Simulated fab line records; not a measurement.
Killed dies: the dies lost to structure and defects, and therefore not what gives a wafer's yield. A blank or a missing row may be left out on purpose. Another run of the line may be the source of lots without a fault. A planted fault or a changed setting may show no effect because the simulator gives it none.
Comparing a struck lot with a sound one -- flow nand_harc -- 22 out of 1302 route steps
Sound: the wafers L616.1, L616.2, L616.3. The struck wafers were L613.1, L613.5, L613.6. The cause is given at the end.
At each step with rows: each side's tool, then ch and its chambers, then its first start. Under that, the readings that differ: sound wafers -- struck wafers -- difference of the means -- sigmas: that difference in standard deviations of wafers without a fault.
alike: same words and numbers on both sides, and readings whose means sit less than 2 such deviations apart. not compared: any withheld reading, any reading some wafer has no value for, any bound like >300 that may hide the same value, and any number with overlapping values for which the record gives no deviation.
Wherever a step has rows on one side only, a row that says differs or no value, or a row with sigmas, the two part there. Numbers that don't overlap but have no deviation are shown without sigmas and don't part them. A reading that every wafer of one side lacks parts them only if that side has two wafers or more.

NHARC_A_BLC_CMP_25: polishes, t overpolish 30 s, target thk 150 nm.
  sound on cmp-01 ch 0,1,3, day 29 06:42; struck on cmp-02 ch 2,3, day 27 16:05
  alike: motor_current_A, overpolish_run_s, time_to_endpoint_s
  not compared: pad_life_wafers
then, 1 step without rows for these wafers: NHARC_A_BLC_SRD_27.
NHARC_A_BLC_INSPECT_28:
  sound on defect_inspect-01, day 29 07:06; struck on defect_inspect-02, day 27 16:28
  alike: raw_defect_count
then, 8 steps without rows for these wafers: NHARC_A_M0_DEP_00 (deposits SiOC, target thk 150 nm); NHARC_A_M0_DEHYDRATE_01 (time 120 s); NHARC_A_M0_HMDS_02 (time 30 s); NHARC_A_M0_COAT_33 (time 65 s); NHARC_A_M0_COAT_03 (resist thk 90 nm); NHARC_A_M0_SOFTBAKE_04 (time 55 s); NHARC_A_M0_EBR_05; NHARC_A_M0_EXPOSE_06 (exposes mask A M0, target cd 80 nm).
NHARC_A_M0_PEB_07: peb time 65 s.
  sound on litho_track-06 ch 0, day 29 08:03; struck on litho_track-04 ch 0, day 27 17:15
reading,sound,struck,difference,sigmas
heater_power_total_W (W),156.2 156.0 156.6,153.6 153.3 154.1,-2.6,-6
plate_temp_C (C),99.81 99.85 99.92,98.54 98.72 98.69,-1.21,-11
then, 1 step without rows for these wafers: NHARC_A_M0_DEVELOP_08 (develop time 35 s).
NHARC_A_M0_CD_MEAS_09: target cd 80 nm.
  sound on cd_sem-02 ch 0, day 29 08:08; struck on cd_sem-03 ch 0
reading,sound,struck,difference,sigmas
cd_nm (nm),81.3 81.4 80.4,76.3 75.8 75.7,-5.1,-9
  not compared: hold
NHARC_A_M0_OVL_MEAS_10: pitch 160 nm.
  sound on overlay-01, day 29 08:13; struck on overlay-02, day 27 22:12
reading,sound,struck,difference,sigmas
hold,- - -,await_dispo/4.6h/release await_dispo/4.6h/release await_dispo/4.6h/release,no value on the sound wafers,
  alike: overlay_x_nm, overlay_y_nm
NHARC_A_M0_INSPECT_11:
  sound on defect_inspect-01, day 29 08:16; struck on defect_inspect-01, day 27 22:14
  alike: raw_defect_count
NHARC_A_M0_DESCUM_14: chemistry O2, time 3 s.
  sound on rie_diel-01 ch 1,2,3, day 29 08:20; struck on rie_diel-01 ch 0,1,2, day 27 22:20
reading,sound,struck,difference,sigmas
model.A_M0.cd_nm (nm),81.32 81.48 80.53,75.72 76.42 75.96,-5.08,
  alike: drypump_motor_current_A, oes_product_au, rf_vpp_V, showerhead_plenum_p_Torr, throttle_valve_pct
  not compared: rf_hours_counter_h
NHARC_A_M0_ETCH_34: etches the open film in N2/H2, target depth 40 nm, overetch 12 nm, time 43.94 s.
  sound on rie_diel-01 ch 1,2,3, day 29 08:25; struck on rie_diel-01 ch 0,1,3, day 27 22:24
  alike: drypump_motor_current_A, oes_product_au, rf_vpp_V, showerhead_plenum_p_Torr, throttle_valve_pct
  not compared: rf_hours_counter_h
NHARC_A_M0_ETCH_15: etches the open film in C4F8/Ar, target depth 150 nm, overetch 15 nm, time 82.5 s.
  sound: rie_diel-01 ch 0,1,3; struck: rie_diel-01 ch 0,2,3
reading,sound,struck,difference,sigmas
model.A_M0.cd_nm (nm),81.22 81.31 80.18,75.43 76.25 75.8,-5.08,
  alike: oes_product_au, rf_vpp_V
  not compared: rf_hours_counter_h
NHARC_A_M0_CD_MEAS_16:
  sound on cd_sem-02, day 29 08:37; struck on cd_sem-03, day 27 22:47
reading,sound,struck,difference,sigmas
cd_nm (nm),81.2 81.3 80.6,75.5 76.7 76.0,-5.0,-8
  not compared: hold
NHARC_A_M0_STRIP_18: strips in N2/H2.
  sound on rie_diel-03 ch 0,1,3, day 29 08:41; struck on rie_diel-01 ch 0,1, day 28 00:10
reading,sound,struck,difference,sigmas
hold,- - -,await_dispo/1.3h/release await_dispo/1.3h/release await_dispo/1.3h/release,no value on the sound wafers,
  alike: drypump_motor_current_A, oes_product_au, rf_vpp_V, showerhead_plenum_p_Torr, throttle_valve_pct
  not compared: rf_hours_counter_h
NHARC_END_SORT_01:
  sound on prober-01 ch 0, day 30 23:08; struck on prober-02 ch 0, day 29 21:47
reading,sound,struck,difference,sigmas
defect_limited_yield (%),89 90 89,96 96 96,+7,+2
killed_at_array,69 62 67,23 21 26,-43,-2
killed_dies,73 65 73,28 26 28,-43,-2
sort_n_pass,604 612 604,649 651 649,+43,+2
sort_yield_pct (%),89 90 89,96 96 96,+7,+2
  alike: killed_at_other, killed_at_periphery, killed_open, killed_short, sort_bin_2_pct, sort_bin_3_pct, sort_bin_4_pct, sort_rim_yield_pct

== WHERE THEY PART ==
Earliest at NHARC_A_M0_PEB_07; latest, in this record, at NHARC_END_SORT_01.

WHY: what the simulator had put in
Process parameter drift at NHARC_A_M0_PEB_07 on litho_track-04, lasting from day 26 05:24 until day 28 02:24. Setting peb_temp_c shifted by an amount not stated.
